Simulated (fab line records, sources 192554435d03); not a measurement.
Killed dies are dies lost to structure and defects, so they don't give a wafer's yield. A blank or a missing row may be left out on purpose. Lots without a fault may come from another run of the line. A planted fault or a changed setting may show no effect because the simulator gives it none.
fab line records | flow n5_finfet
record lots=14 wafers=42 last_day=20
route steps=1938 shown BEOL_M0_SAQP@664
lots that met no fault: from a run of the same line without faults
start_h: hours from the record's first day to the start of the lot's first wafer shown | wait_h: hours since the lot's step before | " the same as in the row above | L1.1+2: a row that stands for several wafers | - no value, or no start given | * or withheld: withheld | < > ~ a bound
route shown NAME@n: a module of which the file shows steps, and the number in the route of the first | usual: mean/standard deviation of fault-free wafers | same: alike in all rows | chamber/n: place in a boat | sites: the reading at each site | _std_site: their standard deviation | _edge_site: outer sites' mean less inner sites' | radius_mm: how far each site lies from the wafer's centre | mask NAME#n: copy n | behind: the tool/chamber that last shaped the wafer | hold: why the lot was held/for how many hours/how that ended | device: the transistor (n, p or np) that didn't switch | end of line: the same wafers' tests at the end of the route | a step without rows: its recipe alone | killed: dies lost to structure and defects at the first sort, not the wafer's yield | map: a wafer's dies, x killed, . not, _ none there
set.NAME: the setting as run; set.NAME@STEP: as run at that earlier step | model.NAME: the simulator's own value behind a step, which no gauge read
steps of the route over a sample of lots; a table a step, a row a wafer
services: from which hour (start_h, from the record's first day; less than 0 if before it) a tool's chamber was out of use, for how many hours, and why
## steps
# step N5_BEOL_M0_SAQP_SPACER1_ETCHBACK_99
# recipe chemistry=CHF3/O2 mode=anisotropic_etchback target=SiO2 target_depth_a=154 time_s=7.7 pressure_mtorr=30 source_w=650 bias_w=170 Ar_flow_sccm=200 CHF3_flow_sccm=50 O2_flow_sccm=5 ion_energy_ev=200
# usual CHF3_flow_sccm=50.00/0.14 O2_flow_sccm=4.999/0.016 bias_w=170.0/0.5 chamber_pressure_mTorr=30.001/0.029 drypump_motor_current_A=6.0/0.54 oes_product_au=0.80/0.084 rf_vpp_V=525/4.8 showerhead_plenum_p_Torr=2.42/0.075 throttle_valve_pct=19.03/0.18
# same time_s=7.7
# columns lot.wafer tool chamber start_h wait_h CHF3_flow_sccm O2_flow_sccm bias_w chamber_pressure_mTorr drypump_motor_current_A oes_product_au rf_hours_counter_h rf_vpp_V showerhead_plenum_p_Torr throttle_valve_pct
L878.3 rie_diel-01 1 111.78 0.3 50.18 5.014 169.4 30.029 6.3 0.79 115 527 2.42 18.81
L878.4 " 1 " " 49.93 4.980 170.4 30.007 6.3 0.79 - 525 2.42 18.80
L878.5 " 3 " " 49.79 4.985 169.8 29.975 6.0 0.67 - 517 2.37 19.28
L880.1 rie_diel-06 2 146.28 0.3 50.01 4.999 169.5 29.997 6.4 0.79 132 519 2.33 18.98
L880.4 " 0 " " 49.79 4.999 169.3 30.001 6.4 0.71 209 528 2.49 19.24
L880.6 " 2 " " 50.11 4.997 170.0 29.965 6.4 0.79 - 519 2.33 18.98
L879.2 rie_diel-01 3 146.57 0.3 50.06 4.957 169.8 29.950 6.0 0.66 248 520 2.36 19.30
L879.4 " 2 " " 50.02 4.979 169.3 30.006 6.4 0.97 2 528 2.56 19.04
L879.6 " 3 " " 49.99 4.975 170.3 30.006 6.0 0.67 - 516 2.37 19.31
L883.1 rie_diel-01 1 155.76 0.3 50.00 5.030 170.0 30.020 6.3 0.78 127 526 2.41 18.83
L883.2 " 0 " " 49.91 4.990 170.1 30.028 6.6 0.81 77 525 2.34 19.19
L883.6 " 1 " " 49.83 5.017 170.0 29.996 6.3 0.77 - 526 2.41 18.81
L886.3 rie_diel-01 1 167.81 0.3 49.98 4.999 171.0 30.021 6.3 0.77 133 528 2.41 18.83
L886.5 " 0 " " 49.90 4.992 169.8 30.036 6.6 0.81 - 525 2.34 19.21
L886.6 " 2 " " 49.95 5.034 170.5 29.994 6.4 0.94 - 530 2.56 19.04
L887.1 rie_diel-03 0 172.65 0.3 49.76 4.986 170.8 30.079 5.5 0.74 185 523 2.40 19.13
L887.5 " 0 " " 50.26 4.979 170.9 30.023 5.6 0.73 - 522 2.40 19.13
L887.6 " 1 " " 50.43 4.992 170.3 30.016 6.1 0.74 - 516 2.31 18.52
L889.3 rie_diel-01 2 188.51 0.3 49.97 5.007 170.3 29.994 6.4 0.91 19 529 2.55 19.05
L889.4 " 1 " " 49.94 5.013 169.4 30.052 6.3 0.75 140 528 2.41 18.84
L889.6 " 3 " " 49.94 4.978 169.9 30.014 6.0 0.95 - 518 2.36 18.91
L891.3 rie_diel-03 3 200.48 0.4 49.99 4.994 169.4 29.991 5.4 0.89 43 528 2.44 18.89
L891.4 " 0 " " 49.96 4.998 170.2 29.996 5.5 0.72 197 522 2.39 19.16
L891.6 " 2 " " 49.82 4.988 169.8 29.991 5.0 0.76 - 535 2.52 19.01
L892.3 rie_diel-06 3 203.03 0.3 50.07 5.033 170.3 29.963 5.2 0.82 54 525 2.44 19.09
L892.5 " 2 " " 49.80 4.990 169.9 30.002 6.4 0.77 - 516 2.33 19.01
L892.6 " 3 " " 50.09 5.007 171.0 30.031 5.2 0.82 - 529 2.44 19.09
L895.1 rie_diel-06 0 222.87 0.5 49.91 5.002 169.8 29.965 6.4 0.69 229 528 2.48 19.26
L895.3 " 3 " " 50.29 5.000 170.4 30.014 5.2 0.81 62 528 2.44 19.11
L895.4 " 2 " " 50.31 5.014 170.1 29.980 6.4 0.76 - 519 2.32 19.02
L896.2 rie_diel-01 2 226.04 0.3 49.77 4.995 170.0 29.997 6.4 0.88 32 531 2.55 19.07
L896.3 " 3 " " 50.24 5.002 169.9 29.975 6.0 0.93 19 518 2.36 18.93
L896.4 " 0 " " 49.84 5.012 169.9 30.026 6.6 0.78 105 526 2.33 19.25
L899.1 rie_diel-06 2 244.24 0.3 49.96 4.988 169.3 30.032 6.4 0.76 166 517 2.32 19.03
L899.4 " 0 " " 49.91 5.003 170.8 29.991 6.4 0.69 - 528 2.48 19.29
L899.6 " 3 " " 49.85 5.005 170.0 30.022 5.2 0.80 - 525 2.43 19.13
L901.1 rie_diel-03 1 248.45 0.3 50.14 4.996 170.2 29.965 6.1 0.73 169 516 2.30 18.56
L901.2 " 0 " " 50.15 5.029 169.7 30.013 5.5 0.71 213 523 2.39 19.19
L901.6 " 2 " " 50.00 5.013 170.6 29.987 5.0 0.75 - 534 2.51 19.05
L898.1 rie_diel-06 2 254.07 0.3 49.95 5.028 170.2 30.007 6.4 0.76 169 517 2.32 19.03
L898.2 " 1 " " 50.03 5.038 169.5 29.999 5.2 0.98 2 530 2.46 18.64
L898.6 " 1 " " 49.98 4.998 169.7 30.003 5.2 0.98 - 532 2.46 18.66
# step N5_BEOL_M0_SAQP_RECESS_109
# recipe chemistry=HF/NH3 target=SiO2 target_depth_a=30 afs_cycles=1 temp_c=30 sublimation_temp_c=180 sublimation_time_s=60
# usual drypump_motor_current_A=5.9/0.4
# columns lot.wafer tool chamber start_h wait_h drypump_motor_current_A
L878.3 vapor_etch-02 0 113.21 0.1 5.6
L878.4 " 1 " " 5.5
L878.5 " 0 " " 5.6
L880.1 vapor_etch-01 1 147.46 0.0 6.5
L880.4 " 1 " " 6.5
L880.6 " 0 " " 5.9
L879.2 vapor_etch-02 0 147.64 0.0 5.6
L879.4 " 0 " " 5.6
L879.6 " 0 " " 5.6
L883.1 vapor_etch-02 1 157.20 0.0 5.4
L883.2 " 0 " " 5.6
L883.6 " 0 " " 5.6
L886.3 vapor_etch-02 1 168.91 0.1 5.5
L886.5 " 0 " " 5.7
L886.6 " 1 " " 5.5
L887.1 vapor_etch-01 0 173.77 0.0 6.0
L887.5 " 1 " " 6.5
L887.6 " 0 " " 5.9
L889.3 vapor_etch-02 1 189.93 0.1 5.5
L889.4 " 0 " " 5.6
L889.6 " 0 " " 5.6
L891.3 vapor_etch-01 1 201.63 0.1 6.5
L891.4 " 0 " " 6.0
L891.6 " 1 " " 6.5
L892.3 vapor_etch-01 0 204.14 0.1 5.9
L892.5 " 1 " " 6.5
L892.6 " 0 " " 5.9
L895.1 vapor_etch-02 1 224.22 0.0 5.5
L895.3 " 0 " " 5.6
L895.4 " 1 " " 5.5
L896.2 vapor_etch-02 1 227.34 0.3 5.4
L896.3 " 0 " " 5.7
L896.4 " 1 " " 5.4
L899.1 vapor_etch-01 0 247.03 0.3 6.0
L899.4 " 0 " " 6.0
L899.6 " 1 " " 6.5
L901.1 vapor_etch-01 0 249.52 0.0 5.9
L901.2 " 1 " " 6.5
L901.6 " 0 " " 5.9
L898.1 vapor_etch-01 1 256.25 0.0 6.5
L898.2 " 0 " " 5.9
L898.6 " 0 " " 5.9
# step N5_BEOL_M0_SAQP_SPACER2_ALD_26
# recipe material=SiO2 target_thk_a=150 temp_c=300 ald_precursor_family=BDEAS ald_co_reactant=O2-plasma pulse_time_s=1 purge_time_s=2 co_reactant_purge_time_s=2 pressure_torr=2
# usual heater_power_outer_w=262/30 heater_power_w=461/58 precursor_pulse_height_rel=0.998/0.02
# columns lot.wafer tool chamber start_h wait_h heater_power_outer_w heater_power_w precursor_pulse_height_rel since_wet_clean_h
L878.3 ald_sin-03 0 113.31 0.1 248 426 0.977 303
L878.4 " 3 " " 268 482 1.006 303
L878.5 " 2 " " 329 578 1.002 -
L880.1 ald_sin-03 2 147.60 0.1 328 580 0.989 337
L880.4 " 3 " " 275 488 0.979 337
L880.6 " 3 " " 275 495 1.031 -
L879.2 ald_sin-02 1 147.79 0.1 298 538 1.048 245
L879.4 " 0 " " 239 423 0.998 245
L879.6 " 3 " " 237 429 0.981 -
L883.1 ald_sin-02 0 157.35 0.1 250 441 1.011 254
L883.2 " 3 " " 234 429 0.980 254
L883.6 " 3 " " 240 419 0.994 -
L886.3 ald_sin-03 3 169.01 0.1 273 482 0.968 358
L886.5 " 3 " " 276 493 1.035 -
L886.6 " 0 " " 251 441 1.001 -
L887.1 ald_sin-02 3 173.92 0.1 235 428 0.992 271
L887.5 " 3 " " 241 433 0.982 -
L887.6 " 2 " " 221 373 1.010 -
L889.3 ald_sin-01 3 190.38 0.4 273 482 0.979 182
L889.4 " 3 " " 273 487 0.995 -
L889.6 " 2 " " 271 485 1.025 -
L891.3 ald_sin-03 3 201.73 0.1 271 470 1.043 11
L891.4 " 0 " " 250 449 0.960 11
L891.6 " 1 " " 305 491 0.996 -
L892.3 ald_sin-02 2 204.24 0.1 224 371 1.027 301
L892.5 " 2 " " 221 370 0.983 -
L892.6 " 0 " " 239 432 0.997 -
L895.1 ald_sin-01 2 224.39 0.1 285 484 1.009 216
L895.3 " 3 " " 275 478 1.033 216
L895.4 " 2 " " 277 498 0.992 -
L896.2 ald_sin-02 1 227.69 0.3 299 526 0.995 324
L896.3 " 2 " " 222 367 0.973 324
L896.4 " 0 " " 248 438 1.006 -
L899.1 ald_sin-03 0 247.18 0.1 248 441 1.015 56
L899.4 " 3 " " 260 473 0.942 56
L899.6 " 0 " " 247 443 1.005 -
L901.1 ald_sin-02 0 249.67 0.1 241 454 1.028 346
L901.2 " 1 " " 305 537 0.998 346
L901.6 " 0 " " 236 445 0.982 -
L898.1 ald_sin-02 1 257.56 1.3 297 546 0.989 354
L898.2 " 2 " " 229 367 0.987 354
L898.6 " 1 " " 301 537 1.022 -
# step N5_BEOL_M0_SAQP_EXPOSE_37
# recipe mask_id=M0_CUT1 na=0.33 source_shape=annular sigma_inner=0.35 sigma_outer=0.8 polarization=unpolarized target_cd_nm=30 dose_mj=44.75
# usual exposure_dose_mJ_cm2=44.74/0.072 focus_offset_nm=0.0/0.5 sigma_outer=0.8/0
# columns lot.wafer tool chamber start_h wait_h mask exposure_dose_mJ_cm2 focus_offset_nm sigma_outer
L878.3 euv_scanner-02 0 114.34 - M0_CUT1#0 44.78 0.1 0.8
L878.4 " 0 " " M0_CUT1#0 44.81 0.0 0.8
L878.5 " 0 " " M0_CUT1#0 44.76 0.4 0.8
L880.1 euv_scanner-02 0 148.52 - M0_CUT1#0 44.81 0.4 0.8
L880.4 " 0 " " M0_CUT1#0 44.82 1.3 0.8
L880.6 " 0 " " M0_CUT1#0 44.74 0.4 0.8
L879.2 euv_scanner-02 0 148.72 - M0_CUT1#0 44.71 -0.8 0.8
L879.4 " 0 " " M0_CUT1#0 44.78 0.0 0.8
L879.6 " 0 " " M0_CUT1#0 44.83 0.3 0.8
L883.1 euv_scanner-02 0 158.30 - M0_CUT1#0 44.77 -0.6 0.8
L883.2 " 0 " " M0_CUT1#0 44.80 -0.4 0.8
L883.6 " 0 " " M0_CUT1#0 44.72 0.6 0.8
L886.3 euv_scanner-02 - 169.95 - M0_CUT1#0 - - -
L886.5 " - " " M0_CUT1#0 - - -
L886.6 " - " " M0_CUT1#0 - - -
L887.1 euv_scanner-02 - 174.85 - M0_CUT1#0 - - -
L887.5 " - " " M0_CUT1#0 - - -
L887.6 " - " " M0_CUT1#0 - - -
L889.3 euv_scanner-02 0 191.45 - M0_CUT1#0 44.84 0.5 0.8
L889.4 " 0 " " M0_CUT1#0 44.80 -0.8 0.8
L889.6 " 0 " " M0_CUT1#0 44.80 0.0 0.8
L891.3 euv_scanner-01 0 202.67 - M0_CUT1#0 44.72 0.1 0.8
L891.4 " 0 " " M0_CUT1#0 44.68 0.1 0.8
L891.6 " 0 " " M0_CUT1#0 44.66 -0.2 0.8
L892.3 euv_scanner-02 0 205.30 - M0_CUT1#0 44.77 0.2 0.8
L892.5 " 0 " " M0_CUT1#0 44.74 0.2 0.8
L892.6 " 0 " " M0_CUT1#0 44.76 0.6 0.8
L895.1 euv_scanner-02 0 225.31 - M0_CUT1#0 44.79 0.6 0.8
L895.3 " 0 " " M0_CUT1#0 44.68 0.2 0.8
L895.4 " 0 " " M0_CUT1#0 44.73 0.4 0.8
L896.2 euv_scanner-02 0 228.88 - M0_CUT1#0 44.75 -0.4 0.8
L896.3 " 0 " " M0_CUT1#0 44.83 -0.5 0.8
L896.4 " 0 " " M0_CUT1#0 44.67 -1.2 0.8
L899.1 euv_scanner-02 0 248.22 - M0_CUT1#0 44.72 -0.2 0.8
L899.4 " 0 " " M0_CUT1#0 44.75 -0.2 0.8
L899.6 " 0 " " M0_CUT1#0 44.73 0.2 0.8
L901.1 euv_scanner-02 0 250.69 - M0_CUT1#0 44.72 -0.6 0.8
L901.2 " 0 " " M0_CUT1#0 44.84 0.2 0.8
L901.6 " 0 " " M0_CUT1#0 44.82 0.8 0.8
L898.1 euv_scanner-01 0 258.50 - M0_CUT1#0 44.68 0.9 0.8
L898.2 " 0 " " M0_CUT1#0 44.73 0.2 0.8
L898.6 " 0 " " M0_CUT1#0 44.68 0.5 0.8
## services
# columns tool chamber start_h hours kind
ald_sin-01 - 102.83 2.8 pm
euv_scanner-01 - 104.83 1.0 pm
euv_scanner-01 - 106.59 72.0 pm
ald_sin-03 - 114.15 3.6 repair
ald_sin-01 - 119.33 4.3 pm
ald_sin-03 2 127.32 6.2 repair
ald_sin-03 - 138.77 1.3 repair
ald_sin-01 - 143.33 14.6 pm
euv_scanner-02 - 158.67 0.8 repair
euv_scanner-02 - 166.62 0.1 repair
rie_diel-03 1 174.81 17.2 repair
ald_sin-03 - 176.96 14.0 pm
euv_scanner-02 - 178.59 1.0 pm
euv_scanner-01 - 179.60 4.6 pm
euv_scanner-02 - 185.21 4.6 pm
ald_sin-03 - 190.96 6.0 pm
euv_scanner-02 - 194.62 1.0 pm
rie_diel-06 0 198.08 6.2 repair
vapor_etch-02 0 207.76 10.6 repair
vapor_etch-02 - 235.17 1.8 repair
vapor_etch-02 - 236.98 28.1 pm
rie_diel-01 2 247.05 9.9 repair
euv_scanner-02 - 250.77 1.0 pm
ald_sin-02 1 258.32 3.4 repair
## key
first_sign step=N5_BEOL_M0_SAQP_EXPOSE_37 reading=tool_record direction=missing
effect none on later readings
met_at N5_BEOL_M0_SAQP_EXPOSE_37
struck_lots L886,L887
later_rows_left_out L886.3,L886.5,L886.6,L887.1,L887.5,L887.6
sort_left_out L886.3,L886.5,L886.6,L887.1,L887.5,L887.6
not_acting_at N5_BEOL_M0_SAQP_SPACER1_ETCHBACK_99,N5_BEOL_M0_SAQP_RECESS_109,N5_BEOL_M0_SAQP_SPACER2_ALD_26
onset_between 158.30 169.95
fault kind=skipped_step_whole tool=euv_scanner-02 chamber=- onset_h=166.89 steps=N5_BEOL_M0_SAQP_EXPOSE_37 scope=struck_lots_only
# sort_left_out: the simulated sort isn't trusted on such a fault, so these wafers' sort isn't shown, and their yield isn't known
# later_rows_left_out: the simulator's readings of these wafers behind a module that went badly wrong aren't trusted and aren't shown, but for the sort
